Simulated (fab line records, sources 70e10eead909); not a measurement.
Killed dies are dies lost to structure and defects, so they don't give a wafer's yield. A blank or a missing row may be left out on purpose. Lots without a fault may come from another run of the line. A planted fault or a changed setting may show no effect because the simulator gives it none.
fab line records | flow nand_harc
record lots=14 wafers=42 last_day=34
route steps=1302 shown A_STAIRCASE@830 END@1302
lots that met no fault: from a run of the same line without faults
start_h: hours from the record's first day to the start of the lot's first wafer shown | wait_h: hours since the lot's step before | " the same as in the row above | L1.1+2: a row that stands for several wafers | - no value, or no start given | * or withheld: withheld | < > ~ a bound
route shown NAME@n: a module of which the file shows steps, and the number in the route of the first | usual: mean/standard deviation of fault-free wafers | same: alike in all rows | chamber/n: place in a boat | sites: the reading at each site | _std_site: their standard deviation | _edge_site: outer sites' mean less inner sites' | radius_mm: how far each site lies from the wafer's centre | mask NAME#n: copy n | behind: the tool/chamber that last shaped the wafer | hold: why the lot was held/for how many hours/how that ended | device: the transistor (n, p or np) that didn't switch | end of line: the same wafers' tests at the end of the route | a step without rows: its recipe alone | killed: dies lost to structure and defects at the first sort, not the wafer's yield | map: a wafer's dies, x killed, . not, _ none there
set.NAME: the setting as run; set.NAME@STEP: as run at that earlier step | model.NAME: the simulator's own value behind a step, which no gauge read
steps of the route over a sample of lots; a table a step, a row a wafer
services: from which hour (start_h, from the record's first day; less than 0 if before it) a tool's chamber was out of use, for how many hours, and why
## steps
# step NHARC_A_STAIRCASE_DESCUM_312
# recipe time_s=3 o2_flow_sccm=200 ar_flow_sccm=0 bias_power_w=0 chemistry=O2
# usual drypump_motor_current_A=5.82/0.26 oes_product_au=1.001/0.0099 rf_vpp_V=57.9/0.85 showerhead_plenum_p_Torr=1.93/0.078 throttle_valve_pct=11.311/0.0088
# columns lot.wafer tool chamber start_h wait_h drypump_motor_current_A oes_product_au rf_hours_counter_h rf_vpp_V showerhead_plenum_p_Torr throttle_valve_pct
L987.2 rie_diel-12 1 377.56 - 5.86 1.004 35 57.6 1.94 11.320
L987.1 " 2 " " 5.66 1.026 34 58.8 1.97 11.304
L987.5 " 2 " " 5.67 1.022 - 57.6 1.97 11.307
L990.1 rie_diel-09 2 404.50 - 6.43 0.989 19 59.5 1.92 11.313
L990.4 " 3 " " 5.84 1.019 30 57.4 2.05 11.320
L990.5 " 1 " " 5.89 1.010 - 58.4 1.86 11.306
L991.4 rie_diel-02 0 428.51 - 6.12 1.004 10 58.7 2.03 11.309
L991.6 " 2 " " 5.78 0.997 - 58.8 1.86 11.309
L991.5 " 3 " " 5.26 1.002 - 58.1 1.98 11.323
L992.1 rie_diel-12 1 435.50 - 5.83 1.007 54 58.9 1.94 11.318
L992.4 " 2 " " 5.68 1.019 53 57.5 1.96 11.318
L992.5 " 0 " " 5.70 0.994 - 58.8 1.93 11.304
L994.2 rie_diel-09 0 453.74 - 5.95 1.002 44 58.4 1.98 11.321
L994.3 " 1 " " 5.93 0.997 32 58.0 1.86 11.312
L994.6 " 2 " " 6.45 0.980 - 58.5 1.92 11.316
L993.3 rie_diel-02 1 454.34 - 5.61 0.994 19 57.6 1.81 11.311
L993.4 " 3 " " 5.24 0.998 14 57.4 1.98 11.303
L993.6 " 1 " " 5.66 0.990 - 57.3 1.81 11.328
L995.3 rie_diel-09 1 474.46 - 5.85 1.007 38 58.4 1.85 11.316
L995.1 " 3 " " 5.85 1.022 54 57.8 2.04 11.306
L995.5 " 1 " " 5.86 1.008 - 57.3 1.85 11.310
L997.2 rie_diel-09 3 485.42 - 5.83 1.019 58 58.0 2.04 11.314
L997.3 " 0 " " 5.97 1.002 53 58.9 1.97 11.301
L997.4 " 1 " " 5.91 1.018 - 59.0 1.85 11.319
L106.4 rie_diel-09 0 563.16 - 5.97 0.990 15 58.0 1.97 11.298
L106.1 " 1 " " 5.87 0.996 18 57.3 1.85 11.317
L106.6 " 0 " " 6.02 0.997 - 57.1 1.97 11.310
L105.1 rie_diel-02 1 563.48 - 5.63 0.992 58 56.9 1.80 11.314
L105.3 " 2 " " 5.78 0.994 51 56.5 1.85 11.302
L105.2 " 0 " " 6.12 0.995 55 57.8 2.02 11.326
L107.3 rie_diel-09 3 584.54 - 5.89 1.018 26 57.7 2.03 11.287
L107.4 " 0 " " 5.97 0.996 22 58.6 1.97 11.322
L107.5 " 3 " " 5.85 1.018 - 57.8 2.03 11.310
L108.2 rie_diel-12 0 601.60 - 5.71 0.988 53 57.6 1.91 11.309
L108.4 " 1 " " 5.84 1.003 50 58.6 1.92 11.308
L108.6 " 0 " " 5.69 0.999 - 57.7 1.91 11.313
L109.2 rie_diel-12 2 614.38 - 5.68 1.009 58 58.0 1.94 11.318
L109.4 " 3 " " 5.87 0.989 55 58.5 2.06 11.319
L109.6 " 2 " " 5.64 1.013 - 57.0 1.94 11.319
L110.4 rie_diel-12 3 616.12 - 5.89 0.995 55 57.3 2.06 11.293
L110.6 " 3 " " 5.88 0.990 - 59.4 2.06 11.311
L110.5 " 0 " " 5.71 0.989 - 58.8 1.91 11.321
# step NHARC_A_STAIRCASE_ETCH_315
# recipe target_depth_a=25000 time_s=607.1 ion_energy_ev=800 c4f8_flow_sccm=80 o2_flow_sccm=60 ar_flow_sccm=withheld rf_w=600 bias_w=3000 chemistry=C4F8/O2/Ar
# usual bias_w=3000/8.5 oes_product_au=0.932/0.0095 rf_vpp_V=1829/10
# columns lot.wafer tool chamber start_h wait_h bias_w oes_product_au rf_hours_counter_h rf_vpp_V
L987.2 rie_diel-12 1 - - 2994 0.931 36 1830
L987.1 " 3 " " 3004 0.929 35 1809
L987.5 " 0 " " 3010 0.944 - 1829
L990.1 rie_diel-09 3 - - 2994 0.946 34 1843
L990.4 " 0 " " 2986 0.934 - 1836
L990.5 " 2 " " 3001 0.934 - 1827
L991.4 rie_diel-02 2 - - 2990 0.932 10 1820
L991.5 " 1 " " 3014 0.924 - 1815
L991.6 " 2 " " 3007 0.926 - 1821
L992.4 rie_diel-12 2 - - 3002 0.944 53 1835
L992.1 " 0 " " 2993 0.924 52 1831
L992.5 " 2 " " 2996 0.942 - 1832
L994.2 rie_diel-09 1 - - 3011 0.938 32 1821
L994.3 " 3 " " 3007 0.937 48 1843
L994.6 " 1 " " 3013 0.930 - 1821
L993.4 rie_diel-02 1 - - 3000 0.916 19 1814
L993.3 " 3 " " 3007 0.921 14 1836
L993.6 " 1 " " 2995 0.915 - 1813
L995.1 rie_diel-09 2 - - 3006 0.936 47 1827
L995.3 " 1 " " 3006 0.941 38 1820
L995.5 " 2 " " 3001 0.922 - 1826
L997.2 rie_diel-09 1 - - 3007 0.937 40 1819
L997.3 " 3 " " 2989 0.928 58 1842
L997.4 " 0 " " 2995 0.937 - 1834
L106.4 rie_diel-09 3 - - 2986 0.936 17 1842
L106.1 " 0 " " 3006 0.930 15 1834
L106.6 " 0 " " 2986 0.933 - 1834
L105.2 rie_diel-02 0 - - 3004 0.940 56 1840
L105.3 " 1 " " 3010 0.939 58 1813
L105.1 " 2 " " 3011 0.932 51 1819
L107.3 rie_diel-09 0 - - 2977 0.930 22 1833
L107.4 " 1 " " 3008 0.946 29 1819
L107.5 " 3 " " 3005 0.944 - 1842
L108.2 rie_diel-12 0 - - 3015 0.926 57 1826
L108.4 " 1 " " 2992 0.919 54 1828
L108.6 " 0 " " 3018 0.917 - 1828
L109.4 rie_diel-12 0 - - 2996 0.919 60 1825
L109.2 " 2 " " 2997 0.947 58 1830
L109.6 " 0 " " 2999 0.930 - 1825
L110.4 rie_diel-12 0 - - 2991 0.931 60 1827
L110.5 " 3 " " 3012 0.918 - 1845
L110.6 " 0 " " 3003 0.930 - 1827
# step NHARC_A_STAIRCASE_DEP_322
# recipe target_thk_a=72000 temp_c=400 target_thk_nm=7200 teos_flow_sccm=200 rf_w=500 material=SiO2
# usual heater_power_outer_w=361/51 heater_power_w=639/59
# columns lot.wafer tool chamber start_h wait_h heater_power_outer_w heater_power_w
L987.2 pecvd-01 1 401.42 0.1 364 639
L987.1 " 2 " " 432 698
L987.5 " 1 " " 320 568
L990.1 pecvd-02 1 437.31 0.1 479 748
L990.4 " 2 " " 285 576
L990.5 " 0 " " 299 559
L991.5 pecvd-03 0 453.81 0.3 342 600
L991.6 " 1 " " 354 614
L991.4 " 2 " " 289 583
L992.1 pecvd-02 2 460.46 0.3 375 700
L992.5 " 1 " " 374 634
L992.4 " 2 " " 285 579
L993.3 pecvd-03 0 476.68 0.2 410 688
L993.4 " 2 " " 289 594
L993.6 " 1 " " 352 611
L994.3 pecvd-02 2 476.68 0.2 367 714
L994.2 " 0 " " 399 722
L994.6 " 0 " " 301 571
L995.1 pecvd-02 2 497.48 0.1 - -
L995.3 " 1 " " - -
L995.5 " 0 " " - -
L997.2 pecvd-03 2 508.99 0.1 - -
L997.3 " 0 " " - -
L997.4 " 1 " " - -
L105.1 pecvd-01 0 585.49 0.1 392 654
L105.3 " 1 " " 425 717
L105.2 " 2 " " 381 674
L106.1 pecvd-03 1 585.68 0.3 429 728
L106.4 " 2 " " 287 555
L106.6 " 0 " " 354 639
L107.3 pecvd-02 2 608.33 0.2 329 621
L107.4 " 2 " " 274 531
L107.5 " 0 " " 304 587
L108.2 pecvd-02 1 628.47 0.3 510 794
L108.6 " 0 " " 306 573
L108.4 " 1 " " 382 617
L109.2 pecvd-02 1 639.64 0.5 475 768
L109.6 " 2 " " 272 543
L109.4 " 0 " " 308 595
L110.4 pecvd-01 1 647.55 0.4 313 595
L110.6 " 2 " " 369 657
L110.5 " 0 " " 330 569
# step NHARC_A_STAIRCASE_DEP_325
# recipe target_thk_a=72000 temp_c=400 target_thk_nm=7200 teos_flow_sccm=200 rf_w=500 material=SiO2
# usual heater_power_outer_w=361/53 heater_power_w=637/62
# columns lot.wafer tool chamber start_h wait_h heater_power_outer_w heater_power_w
L987.2 pecvd-03 1 411.46 0.5 417 691
L987.1 " 0 " " 384 639
L987.5 " 2 " " 291 607
L990.1 pecvd-02 2 441.70 0.2 298 600
L990.5 " 2 " " 290 566
L990.4 " 0 " " 305 567
L991.4 pecvd-03 1 461.15 0.4 355 603
L991.5 " 2 " " 288 594
L991.6 " 0 " " 342 614
L992.1 pecvd-02 1 468.44 0.1 476 765
L992.5 " 2 " " 282 591
L992.4 " 0 " " 305 575
L993.3 pecvd-02 2 483.92 0.1 301 600
L993.6 " 2 " " 293 570
L993.4 " 1 " " 368 623
L994.3 pecvd-01 1 483.94 0.1 373 630
L994.2 " 0 " " 345 578
L994.6 " 2 " " 340 582
L105.2 pecvd-03 2 594.13 0.1 364 660
L105.1 " 0 " " 468 762
L105.3 " 1 " " 460 754
L106.1 pecvd-01 0 594.33 0.3 439 711
L106.6 " 1 " " 312 576
L106.4 " 0 " " 327 573
L107.3 pecvd-03 0 618.49 0.1 466 776
L107.4 " 0 " " 353 630
L107.5 " 1 " " 353 618
L108.2 pecvd-02 2 636.10 0.1 360 670
L108.4 " 0 " " 307 593
L108.6 " 1 " " 372 625
L109.2 pecvd-02 1 647.83 0.4 440 700
L109.4 " 1 " " 390 633
L109.6 " 0 " " 304 590
L110.4 pecvd-01 1 655.17 0.4 319 581
L110.6 " 2 " " 375 634
L110.5 " 0 " " 341 582
# step NHARC_END_SORT_01
# recipe temp_c=25
# usual defect_limited_yield=91.2/2.8 killed_at_array=56/19 killed_at_other=0.8/1.1 killed_at_periphery=3.4/2.5 killed_dies=60/19 killed_open=2.9/1.7 killed_short=2.4/1.6
# same gross_dies=677
# columns lot.wafer tool chamber start_h wait_h defect_limited_yield[%] killed_at_array killed_at_other killed_at_periphery killed_dies killed_open killed_short
L987.1 prober-02 0 560.96 2.5 96.5 21 0 3 24 1 2
L987.2 prober-02 0 561.76 2.8 96.5 22 0 2 24 1 3
L987.5 prober-02 0 564.16 3.7 97.3 18 0 0 18 2 0
L990.1 prober-02 0 583.47 2.5 92.5 45 0 6 51 4 2
L990.4 prober-02 0 585.88 3.4 93.4 40 0 5 45 5 6
L990.5 prober-02 0 586.69 3.7 93.9 35 1 5 41 4 1
L991.4 prober-01 0 604.09 3.4 90.8 62 0 0 62 2 2
L991.5 prober-01 0 604.88 3.7 88.9 75 0 0 75 1 1
L991.6 prober-01 0 605.68 4.0 89.8 65 0 4 69 3 2
L992.1 prober-01 0 631.63 2.5 91.1 53 3 4 60 7 6
L992.4 prober-01 0 634.01 3.4 92.0 52 1 1 54 4 2
L992.5 prober-01 0 634.81 3.7 90.0 63 3 2 68 3 4
L994.2 prober-02 0 632.47 2.8 88.8 66 1 9 76 3 1
L994.3 prober-02 0 633.27 3.1 87.1 75 2 10 87 4 4
L994.6 prober-02 0 635.69 4.0 89.5 67 1 3 71 4 2
L993.3 prober-01 0 640.99 3.1 92.2 47 3 3 53 3 4
L993.4 prober-01 0 641.78 3.4 93.1 39 3 5 47 1 0
L993.6 prober-01 0 643.36 3.9 92.2 44 1 8 53 2 4
L105.1 prober-02 0 737.94 2.5 90.7 61 0 2 63 3 3
L105.2 prober-02 0 738.74 2.8 88.2 75 0 5 80 1 2
L105.3 prober-02 0 739.54 3.1 87.0 81 4 3 88 3 4
L106.1 prober-01 0 743.05 2.5 92.9 44 1 3 48 3 4
L106.4 prober-01 0 745.43 3.4 93.4 42 1 2 45 1 3
L106.6 prober-01 0 747.02 4.0 94.4 36 1 1 38 3 1
L107.3 prober-01 0 763.22 3.1 87.4 78 0 7 85 3 5
L107.4 prober-01 0 764.03 3.4 90.1 60 0 7 67 5 3
L107.5 prober-01 0 764.84 3.7 88.5 72 0 6 78 1 3
L108.2 prober-02 0 780.09 2.8 91.9 50 1 4 55 2 1
L108.4 prober-02 0 781.67 3.4 90.7 61 0 2 63 4 3
L108.6 prober-02 0 783.26 4.0 90.7 60 2 1 63 1 3
L109.2 prober-01 0 794.33 2.8 93.6 38 0 5 43 1 4
L109.4 prober-01 0 795.94 3.4 93.2 40 2 4 46 1 3
L109.6 prober-01 0 797.54 4.0 93.9 39 1 1 41 2 1
L110.4 prober-02 0 809.91 3.4 90.8 58 3 1 62 0 3
L110.5 prober-02 0 810.71 3.7 90.8 57 1 4 62 8 1
L110.6 prober-02 0 811.51 4.0 91.9 52 0 3 55 4 2
# killed by level:class
L987.1 A_CHANNEL_HOLE_D2:chamber_film_flake=7 A_CONTACT:chamber_film_flake=6 A_DECK1_JOINT:chamber_film_flake=2 A_STAIRCASE:chamber_film_flake=2 A_WL_FILL:chamber_film_flake=2 P_GATE:geometric_particle:open=1 A_CHANNEL_HOLE_D2:geometric_particle:short=1 A_CHANNEL_FILL_D2:geometric_particle:short=1
L987.2 A_CONTACT:chamber_film_flake=7 A_CHANNEL_HOLE_D2:chamber_film_flake=4 A_WL_FILL:chamber_film_flake=3 A_ONON_D1:geometric_particle:short=2 P_M1:geometric_particle:open=1 A_CHANNEL_HOLE_D2:geometric_particle:short=1 P_ZERO_WELL:chamber_film_flake=1 A_ZERO_WELL:chamber_film_flake=1
L987.5 A_CHANNEL_HOLE_D2:chamber_film_flake=9 A_CONTACT:chamber_film_flake=3 A_ONON_D2:geometric_particle:open=1 A_M0:geometric_particle:open=1 A_CHANNEL_FILL_D2:chamber_film_flake=1 A_STAIRCASE:chamber_film_flake=1 A_WL_FILL:chamber_film_flake=1 A_BONDPAD:chamber_film_flake=1
L990.1 A_CHANNEL_HOLE_D2:chamber_film_flake=27 P_GATE:chamber_film_flake=3 P_M1:chamber_film_flake=3 A_CHANNEL_FILL_D1:chamber_film_flake=2 A_SGD_CUT:chamber_film_flake=2 A_CONTACT:chamber_film_flake=2 A_BONDPAD:chamber_film_flake=2 A_ONON_D1:geometric_particle:short=1
L990.4 A_CHANNEL_HOLE_D2:chamber_film_flake=23 A_CHANNEL_HOLE_D1:chamber_film_flake=4 A_WL_FILL:geometric_particle:short=3 A_DECK1_JOINT:geometric_particle:short=2 A_CHANNEL_FILL_D1:chamber_film_flake=2 A_M1:chamber_film_flake=2 P_CONTACT:geometric_particle:open=1 P_M0:geometric_particle:open=1
L990.5 A_CHANNEL_HOLE_D2:chamber_film_flake=23 A_STAIRCASE:chamber_film_flake=3 A_ONON_D1:geometric_particle:open=2 P_ZERO_WELL:chamber_film_flake=2 P_M1:chamber_film_flake=2 A_CHANNEL_HOLE_D1:chamber_film_flake=2 A_CONTACT:chamber_film_flake=2 P_CONTACT:geometric_particle:open=1
L991.4 A_SLIT:chamber_film_flake=25 A_CHANNEL_HOLE_D2:chamber_film_flake=23 A_CHANNEL_FILL_D1:chamber_film_flake=4 A_ONON_D1:geometric_particle:open=1 A_CHANNEL_FILL_D1:geometric_particle:short=1 A_CHANNEL_HOLE_D2:geometric_particle:open=1 A_STAIRCASE:geometric_particle:short=1 A_BONDPAD:chamber_film_flake=1
L991.5 A_CHANNEL_HOLE_D2:chamber_film_flake=30 A_SLIT:chamber_film_flake=28 A_CHANNEL_HOLE_D1:chamber_film_flake=6 A_DECK1_JOINT:chamber_film_flake=2 A_CHANNEL_FILL_D2:chamber_film_flake=2 A_STAIRCASE:chamber_film_flake=2 A_CONTACT:chamber_film_flake=2 A_CHANNEL_FILL_D1:geometric_particle:short=1
L991.6 A_CHANNEL_HOLE_D2:chamber_film_flake=25 A_SLIT:chamber_film_flake=25 A_CHANNEL_FILL_D1:chamber_film_flake=3 A_STAIRCASE:chamber_film_flake=3 P_GATE:chamber_film_flake=2 A_DECK1_JOINT:chamber_film_flake=2 P_GATE:geometric_particle:open=1 P_CONTACT:geometric_particle:open=1
L992.1 A_SLIT:chamber_film_flake=28 A_CHANNEL_HOLE_D2:chamber_film_flake=6 P_GATE:geometric_particle:open=3 A_CHANNEL_FILL_D1:chamber_film_flake=3 THIN_TSV:chamber_film_flake=3 A_CONTACT:chamber_film_flake=2 P_STI:geometric_particle:short=1 A_ONON_D1:geometric_particle:open=1
L994.2 A_SLIT:chamber_film_flake=33 A_CHANNEL_HOLE_D2:chamber_film_flake=27 P_CONTACT:chamber_film_flake=5 A_CONTACT:chamber_film_flake=3 P_ZERO_WELL:chamber_film_flake=2 P_M0:geometric_particle:open=1 P_M0:geometric_particle:short=1 A_SGD_CUT:geometric_particle:open=1
L994.3 A_SLIT:chamber_film_flake=36 A_CHANNEL_HOLE_D2:chamber_film_flake=26 P_CONTACT:chamber_film_flake=5 P_ZERO_WELL:chamber_film_flake=3 A_CHANNEL_HOLE_D1:chamber_film_flake=3 A_DECK1_JOINT:geometric_particle:short=2 THIN_TSV:chamber_film_flake=2 P_CONTACT:geometric_particle:open=1
L992.4 A_SLIT:chamber_film_flake=28 A_CHANNEL_HOLE_D2:chamber_film_flake=7 A_CHANNEL_FILL_D2:chamber_film_flake=3 A_CONTACT:chamber_film_flake=3 A_STAIRCASE:chamber_film_flake=2 P_M0:geometric_particle:open=1 A_SOURCE_PLATE:geometric_particle:open=1 A_ONON_D1:geometric_particle:open=1
L992.5 A_SLIT:chamber_film_flake=35 A_CHANNEL_FILL_D2:chamber_film_flake=6 A_CHANNEL_HOLE_D1:chamber_film_flake=4 A_CHANNEL_HOLE_D2:chamber_film_flake=4 A_DECK1_JOINT:chamber_film_flake=3 A_CHANNEL_FILL_D1:chamber_film_flake=2 A_STAIRCASE:chamber_film_flake=2 THIN_TSV:chamber_film_flake=2
L994.6 A_CHANNEL_HOLE_D2:chamber_film_flake=31 A_SLIT:chamber_film_flake=27 A_DECK1_JOINT:chamber_film_flake=2 P_CONTACT:geometric_particle:open=1 A_CHANNEL_FILL_D1:geometric_particle:short=1 A_CHANNEL_FILL_D1:geometric_particle:open=1 A_DECK1_JOINT:geometric_particle:short=1 A_DECK1_JOINT:geometric_particle:open=1
L993.3 A_CHANNEL_HOLE_D2:chamber_film_flake=26 A_CONTACT:chamber_film_flake=4 A_CHANNEL_HOLE_D1:chamber_film_flake=3 A_DECK1_JOINT:chamber_film_flake=3 A_WL_FILL:chamber_film_flake=3 THIN_TSV:chamber_film_flake=2 A_ONON_D1:geometric_particle:open=1 A_CHANNEL_FILL_D1:geometric_particle:short=1
L993.4 A_CHANNEL_HOLE_D2:chamber_film_flake=26 A_CONTACT:chamber_film_flake=6 P_CONTACT:chamber_film_flake=3 THIN_TSV:chamber_film_flake=3 A_CHANNEL_HOLE_D1:chamber_film_flake=2 A_SGD_CUT:chamber_film_flake=2 A_CHANNEL_HOLE_D1:geometric_particle:open=1 P_ZERO_WELL:chamber_film_flake=1
L993.6 A_CHANNEL_HOLE_D2:chamber_film_flake=24 P_CONTACT:chamber_film_flake=5 A_CHANNEL_HOLE_D1:chamber_film_flake=3 A_CONTACT:chamber_film_flake=3 A_WL_FILL:geometric_particle:short=2 A_DECK1_JOINT:chamber_film_flake=2 A_WL_FILL:chamber_film_flake=2 A_STAIRCASE:chamber_film_flake=2
L105.1 A_SLIT:chamber_film_flake=23 A_CHANNEL_HOLE_D2:chamber_film_flake=17 A_CHANNEL_HOLE_D1:chamber_film_flake=6 A_CONTACT:chamber_film_flake=4 A_STAIRCASE:chamber_film_flake=3 A_WL_FILL:geometric_particle:open=2 A_BONDPAD:chamber_film_flake=2 P_GATE:geometric_particle:open=1
L105.2 A_SLIT:chamber_film_flake=29 A_CHANNEL_HOLE_D2:chamber_film_flake=18 A_CHANNEL_HOLE_D1:chamber_film_flake=15 A_CONTACT:chamber_film_flake=7 A_STAIRCASE:chamber_film_flake=4 P_BONDPAD:chamber_film_flake=2 P_M0:geometric_particle:open=1 P_M0:geometric_particle:short=1
L105.3 A_SLIT:chamber_film_flake=28 A_CHANNEL_HOLE_D2:chamber_film_flake=27 A_CHANNEL_HOLE_D1:chamber_film_flake=11 A_CONTACT:chamber_film_flake=5 THIN_TSV:chamber_film_flake=4 A_SGD_CUT:geometric_particle:short=2 P_BONDPAD:chamber_film_flake=2 A_BONDPAD:chamber_film_flake=2
L106.1 A_CHANNEL_HOLE_D1:chamber_film_flake=21 A_SLIT:chamber_film_flake=5 A_BONDPAD:chamber_film_flake=4 A_ZERO_WELL:chamber_film_flake=3 A_STAIRCASE:chamber_film_flake=3 P_M1:chamber_film_flake=2 P_GATE:geometric_particle:open=1 A_SOURCE_PLATE:geometric_particle:open=1
L106.4 A_CHANNEL_HOLE_D1:chamber_film_flake=25 A_SLIT:chamber_film_flake=6 A_WL_FILL:chamber_film_flake=4 A_M0:geometric_particle:short=2 A_CONTACT:chamber_film_flake=2 A_SOURCE_PLATE:geometric_particle:short=1 A_ONON_D2:geometric_particle:open=1 P_GATE:chamber_film_flake=1
L106.6 A_CHANNEL_HOLE_D1:chamber_film_flake=24 A_SLIT:chamber_film_flake=5 A_STAIRCASE:chamber_film_flake=3 A_CHANNEL_FILL_D2:geometric_particle:open=2 P_CONTACT:geometric_particle:short=1 A_BLC:geometric_particle:open=1 A_BONDPAD:chamber_film_flake=1 THIN_TSV:chamber_film_flake=1
L107.3 A_SLIT:chamber_film_flake=39 A_CHANNEL_HOLE_D1:chamber_film_flake=13 A_CONTACT:chamber_film_flake=9 A_STAIRCASE:chamber_film_flake=7 A_CHANNEL_FILL_D1:chamber_film_flake=3 P_ZERO_WELL:chamber_film_flake=2 P_M1:chamber_film_flake=2 P_GATE:geometric_particle:short=1
L107.4 A_SLIT:chamber_film_flake=30 A_CHANNEL_HOLE_D1:chamber_film_flake=9 A_CONTACT:chamber_film_flake=7 A_STAIRCASE:chamber_film_flake=4 P_ZERO_WELL:chamber_film_flake=2 P_M1:chamber_film_flake=2 P_GATE:geometric_particle:open=1 P_CONTACT:geometric_particle:open=1
L107.5 A_SLIT:chamber_film_flake=33 A_CHANNEL_HOLE_D1:chamber_film_flake=17 A_CONTACT:chamber_film_flake=8 P_M1:chamber_film_flake=5 A_CHANNEL_FILL_D1:chamber_film_flake=5 A_CHANNEL_HOLE_D2:chamber_film_flake=2 A_STAIRCASE:chamber_film_flake=2 P_GATE:geometric_particle:short=1
L108.2 A_SLIT:chamber_film_flake=31 A_CONTACT:chamber_film_flake=6 A_CHANNEL_FILL_D1:chamber_film_flake=3 A_CHANNEL_HOLE_D2:chamber_film_flake=3 A_CHANNEL_HOLE_D1:unspecified=2 A_CHANNEL_FILL_D2:chamber_film_flake=2 P_CONTACT:geometric_particle:open=1 A_SOURCE_PLATE:geometric_particle:short=1
L108.4 A_SLIT:chamber_film_flake=30 A_CONTACT:chamber_film_flake=6 A_CHANNEL_FILL_D1:chamber_film_flake=4 A_ZERO_WELL:chamber_film_flake=3 A_CHANNEL_HOLE_D1:unspecified=3 A_CHANNEL_FILL_D2:chamber_film_flake=3 A_STAIRCASE:chamber_film_flake=2 P_CONTACT:geometric_particle:short=1
L108.6 A_SLIT:chamber_film_flake=29 A_CONTACT:chamber_film_flake=10 A_ZERO_WELL:chamber_film_flake=6 A_CHANNEL_FILL_D1:chamber_film_flake=5 A_CHANNEL_HOLE_D1:chamber_film_flake=3 A_SGD_CUT:chamber_film_flake=2 THIN_TSV:chamber_film_flake=2 P_M2:geometric_particle:short=1
L109.2 A_CHANNEL_HOLE_D1:chamber_film_flake=15 A_SLIT:chamber_film_flake=8 A_CONTACT:chamber_film_flake=7 P_GATE:chamber_film_flake=3 A_STAIRCASE:chamber_film_flake=3 A_ONON_D2:geometric_particle:short=2 P_CONTACT:geometric_particle:short=1 P_M2:geometric_particle:open=1
L109.4 A_CHANNEL_HOLE_D1:chamber_film_flake=22 A_CONTACT:chamber_film_flake=5 A_SLIT:chamber_film_flake=4 P_GATE:chamber_film_flake=2 A_STAIRCASE:chamber_film_flake=2 THIN_TSV:chamber_film_flake=2 P_M2:geometric_particle:short=1 A_DECK1_JOINT:geometric_particle:open=1
L109.6 A_CHANNEL_HOLE_D1:chamber_film_flake=13 A_SLIT:chamber_film_flake=11 A_STAIRCASE:chamber_film_flake=7 A_CHANNEL_FILL_D1:chamber_film_flake=2 A_CONTACT:chamber_film_flake=2 A_DECK1_JOINT:geometric_particle:open=1 A_DECK1_JOINT:geometric_particle:short=1 A_CHANNEL_FILL_D2:geometric_particle:open=1
L110.4 A_CHANNEL_HOLE_D2:chamber_film_flake=29 A_CONTACT:chamber_film_flake=9 A_SLIT:chamber_film_flake=5 A_CHANNEL_FILL_D1:chamber_film_flake=4 A_SGD_CUT:chamber_film_flake=3 A_CHANNEL_FILL_D2:chamber_film_flake=2 A_STAIRCASE:chamber_film_flake=2 A_M1:chamber_film_flake=2
L110.5 A_CHANNEL_HOLE_D2:chamber_film_flake=29 A_SLIT:chamber_film_flake=6 A_CHANNEL_FILL_D1:chamber_film_flake=3 A_CONTACT:chamber_film_flake=3 A_ONON_D1:geometric_particle:open=2 A_M0:geometric_particle:open=2 P_GATE:chamber_film_flake=2 A_CHANNEL_HOLE_D1:chamber_film_flake=2
L110.6 A_CHANNEL_HOLE_D2:chamber_film_flake=25 A_SLIT:chamber_film_flake=7 A_CONTACT:chamber_film_flake=6 A_STAIRCASE:chamber_film_flake=3 A_SGD_CUT:chamber_film_flake=3 P_CONTACT:geometric_particle:short=1 A_ONON_D1:geometric_particle:short=1 A_WL_FILL:geometric_particle:open=1
## services
# columns tool chamber start_h hours kind
rie_diel-09 0 353.66 - clean
rie_diel-09 1 353.66 - clean
pecvd-03 - 366.06 13.0 pm
pecvd-01 - 372.79 1.0 repair
rie_diel-09 2 384.43 16.1 repair
rie_diel-02 - 393.85 9.0 pm
pecvd-02 - 408.00 13.0 pm
pecvd-03 - 431.39 5.5 repair
rie_diel-12 - 445.96 9.0 pm
pecvd-02 - 455.62 4.2 repair
rie_diel-12 2 474.63 9.5 repair
rie_diel-09 1 490.75 10.6 repair
pecvd-01 - 492.00 13.0 pm
rie_diel-09 0 497.32 16.6 repair
rie_diel-09 - 497.91 9.0 pm
pecvd-03 - 547.06 13.0 pm
pecvd-01 - 551.01 1.0 repair
rie_diel-09 0 566.90 9.3 repair
rie_diel-02 - 570.88 9.0 pm
pecvd-02 - 576.44 1.1 repair
pecvd-02 - 589.00 13.0 pm
pecvd-01 - 614.32 0.3 repair
rie_diel-12 - 622.96 9.0 pm
pecvd-03 - 636.39 3.1 repair
## key
first_sign step=NHARC_A_STAIRCASE_DEP_322 reading=tool_record direction=missing
effect none on later readings
met_at NHARC_A_STAIRCASE_DEP_322
struck_lots L995,L997
scrapped_behind NHARC_A_STAIRCASE_BOW_MEAS_324 L995.1,L995.3,L995.5,L997.2,L997.3,L997.4
not_acting_at NHARC_A_STAIRCASE_DESCUM_312,NHARC_A_STAIRCASE_ETCH_315,NHARC_A_STAIRCASE_DEP_325
onset_between 476.68 497.48
fault kind=skipped_step_whole tool=pecvd-02,pecvd-03 chamber=- onset_h=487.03 steps=NHARC_A_STAIRCASE_DEP_322 scope=struck_lots_only
